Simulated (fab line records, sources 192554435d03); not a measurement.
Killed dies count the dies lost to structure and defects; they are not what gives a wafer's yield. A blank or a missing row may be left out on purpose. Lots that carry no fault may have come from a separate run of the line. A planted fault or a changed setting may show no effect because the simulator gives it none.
Split-lot experiment ; flow n5Finfet ; 7 lots, 21 wafers read, on a route of 1938 steps

THE SPLIT
At N5_BEOL_M1_ETCH_74 (etches underlayer in N2/H2, target depth 6.5 nm, time 5.2 s), the setting biasW was moved away from the recipe's 150 W on 5 of the 21 wafers read, by -17.5% to +9.0%. The other wafers ran this setting at the recipe's value.

The reading is taken at the split's own step.

THE READING
rfVppV, in V, at N5_BEOL_M1_ETCH_74 (etches underlayer in N2/H2, target depth 6.5 nm, time 5.2 s). A value of 523.8 V with a standard deviation of 2.6 V is what fault-free wafers of this fab line usually give.

wafer;tool, chamber at the split;biasW as run, W;against the recipe;rfVppV, V;against lot-mates on the recipe
L074.3;rieDiel-01, 1;150;recipe;520.8;-
L074.5;rieDiel-01, 0;150;recipe;523.8;-
L074.6;rieDiel-01, 1;150;recipe;520.3;-
L076.1;rieDiel-04, 1;150;recipe;527.5;-
L076.2;rieDiel-04, 3;150;recipe;520.5;-
L076.5;rieDiel-04, 0;163.5;+9.0%;557.2;+33.2
L081.1;rieDiel-04, 2;150;recipe;522.4;-
L081.2;rieDiel-04, 1;123.7;-17.5%;467.8;-54.6
L081.6;rieDiel-04, 3;123.7;-17.5%;461.7;-60.7
L083.1;rieDiel-04, 3;150;recipe;522.3;-
L083.3;rieDiel-04, 1;150;recipe;526.3;-
L083.4;rieDiel-04, 2;150;recipe;521.3;-
L086.2;rieDiel-04, 1;150;recipe;525.8;-
L086.5;rieDiel-04, 3;150;recipe;522.0;-
L086.6;rieDiel-04, 2;150;recipe;522.7;-
L087.3;rieDiel-04, 3;150;recipe;522.4;-
L087.4;rieDiel-04, 2;150;recipe;523.8;-
L087.5;rieDiel-04, 2;138.5;-7.7%;498.0;-25.1
L092.1;rieDiel-04, 3;150;recipe;521.6;-
L092.5;rieDiel-04, 2;125.6;-16.3%;470.0;-50.9
L092.6;rieDiel-04, 3;150;recipe;520.2;-

FIT RESULTS
A straight line over all 21 wafers: rfVppV changes by +3.35 V for each +1% of biasW; r = +0.99; the points scatter about the line by 2.4 V.
The same after taking each lot's own level away (the mean of its wafers on the recipe; 21 wafers): +3.29 V for each +1%; r = +1.00; scatter 2.2 V.
The reading moves by 58 V for the largest change in biasW, on that fit.
Measured against the standard deviation above, the lots' own levels, which go from 520.90 to 524.00 V, span 1.2 times it.
Consequently the slope shifts little with the lot-to-lot level, the two slopes agreeing.
Check: with one of the wafers moved furthest among these (-17.5%) left out of the fit, the line predicts -58.7 V for it against its lot-mates. It came out at -54.6 V against them.
Tool readings at the split's step, against how far the setting was moved: etchRfOnTimeS r = -0.91; rfVppV r = +0.99.

OTHER SPLITS ON THESE WAFERS
Other splits were also applied to these wafers ahead of the reading. Each is held against what the fit with the lots' levels taken away leaves over:
other split on the same wafers;wafers away from the commonest value;r with rfVppV (lot level and that fit taken away)
N5_SDB_ETCH_18 timeS;7;+0.07
N5_HKMG_FIN_EXPOSE_09 doseMj;4;-0.28
N5_MOL_CONTACT_COAG_ALD_131 aldCycles;8;+0.04
N5_MOL_CONTACT_COAG_ETCH_91 sourceW;9;+0.06
N5_BEOL_M0_SAQP_COAT_82 spinRpm;7;-0.29
N5_BEOL_M0_SAQP_PEB_12 pebTimeS;7;+0.42
N5_BEOL_M1_COAT_05 spinRpm;3;-0.02

THE WHOLE CHAIN: every reading that the file lists as answering this split, in the file's order
step;what it does;reading;change (the file's fit);r (the file's)
N5_BEOL_M1_ETCH_74;etches underlayer in N2/H2, target depth 6.5 nm, time 5.2 s;etchRfOnTimeS;withheld for each +1% of the setting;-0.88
N5_BEOL_M1_ETCH_74;etches underlayer in N2/H2, target depth 6.5 nm, time 5.2 s;rfVppV;+3.28 V for each +1% of the setting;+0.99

THE FILE'S OWN FIT
rfVppV changes by +3.28 V for each +1% of biasW, r = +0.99.
